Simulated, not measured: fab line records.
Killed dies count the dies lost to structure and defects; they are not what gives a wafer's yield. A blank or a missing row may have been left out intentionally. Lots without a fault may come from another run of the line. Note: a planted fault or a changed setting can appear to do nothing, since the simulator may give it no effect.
8D (eight disciplines) problem report, filled in by code    flow n5Finfet    the parts of the form that need people (team, actions taken, sign-off) are left out

## 1. PROBLEM STATEMENT
M12_ILD_THK at N5_BEOL_M12_THK_MEAS_01 reads a mean of 705 nm on 2 wafers of 1 lot; wafers without a fault read 660 nm with a standard deviation of 7.9. That puts it +5.7 standard deviations away from the usual mean.
Seen first at day 14 03:06 on filmMetro-02, wafer L715.2. At this step, 30 wafers from 10 lots have a number in the record. By rule, "out" or "out of limits" means more than 4 standard deviations away from the usual mean. The rest of the wafers with a number are treated as sound.

## 2. WHAT IT IS; WHAT IT IS NOT
question                     is                 is not
which readings at this step  M12_ILD_THK        -
which lots                   L715               L702, L703, L705, L708, L709, L713, L720, L721, L722
which wafers of those lots   L715.2, L715.4     L715.1
read on which gauges         filmMetro-02       filmMetro-01
when                         from day 14 03:06  up to then (19 sound wafers); but 9 sound wafers of L720, L721, L722 came after

## 3. SUSPECTS, AND WHAT RULES EACH OUT
Counting: if a tool at a process step up to the reading ran every lot that is out, it stays a suspect. Sound lots after the first of them don't rule it out here, since some wafers of a struck lot are sound.
- the gauge at N5_BEOL_M12_THK_MEAS_01: kept. All the wafers that are out were read on filmMetro-02, and no step on other tools shows them out.
- uvCure-01 at N5_BEOL_M11_CURE_72 (cures SiCOH lowk, time 120 s): kept. The lot that is out, L715, ran on it at day 14 00:53; the last sound lot it ran before that was L713, at day 13 04:56.
- pvdSputter-03 at N5_BEOL_M11_PRE_CLEAN_45 (time 30 s): kept. The lot that is out, L715, ran on it at day 14 01:25; the last sound lot it ran before that was L708, at day 11 19:48.
- pecvd-04 at N5_BEOL_M12_ILD_DEP_00 (deposits SiOC from DEMS/O2, target thk 658.92 nm, time 130.7 s): kept. The lot that is out, L715, ran on it at day 14 02:58; the last sound lot it ran before that was L708, at day 11 21:35.
- At N5_BEOL_M12_ILD_DEP_00 on pecvd-04, chamber 1 took the sound wafers of the same lots and chamber 0 took the wafers that are out.
Left after counting: uvCure-01 at N5_BEOL_M11_CURE_72, pvdSputter-03 at N5_BEOL_M11_PRE_CLEAN_45, pecvd-04 at N5_BEOL_M12_ILD_DEP_00, filmMetro-02 at N5_BEOL_M12_THK_MEAS_01.

## 4. THE CAUSE (what the simulator had put in)
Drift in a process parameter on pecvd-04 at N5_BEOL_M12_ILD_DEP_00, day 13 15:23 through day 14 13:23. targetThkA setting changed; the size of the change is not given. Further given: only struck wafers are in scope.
Of the 4 suspects that counting leaves, this tool is one.

## 5. THE EFFECT CHAIN, in route order
Each row: a reading whose mean over the struck wafers that have a number lies more than 3 standard deviations from the usual. Only readings whose record carries a usual standard deviation are examined. hours: median over the lots of the time between each lot's start at the first step of this table that gives one and its start at this step. sigmas: the change, counted in usual standard deviations.
hours  step                     reading               usual   on struck wafers  change  sigmas
0      N5_BEOL_M12_THK_MEAS_01  M12_ILD_THK           660 nm  705               +45     +5.7
1      N5_BEOL_M12_STRIP_63     stripTimeToEndpointS  42.4 s  39.8              -2.6    -3.5
Its process steps:
- N5_BEOL_M12_STRIP_63: strips in N2/H2.

## 6. HOW IT WOULD HAVE BEEN CAUGHT EARLIER
In this record the first reading out of limits at a measuring or inspecting step was taken at day 14 03:06, 12 hours after the fault began at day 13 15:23.
No tool reading at N5_BEOL_M12_ILD_DEP_00 that has a usual standard deviation in the record was out on any struck wafer, so an alarm limit of 4 standard deviations on those readings would not have fired.
By day 14 03:06, every lot that is out (1) had started N5_BEOL_M12_ILD_DEP_00 on pecvd-04. Holding the tool at that point would not have protected any of them.
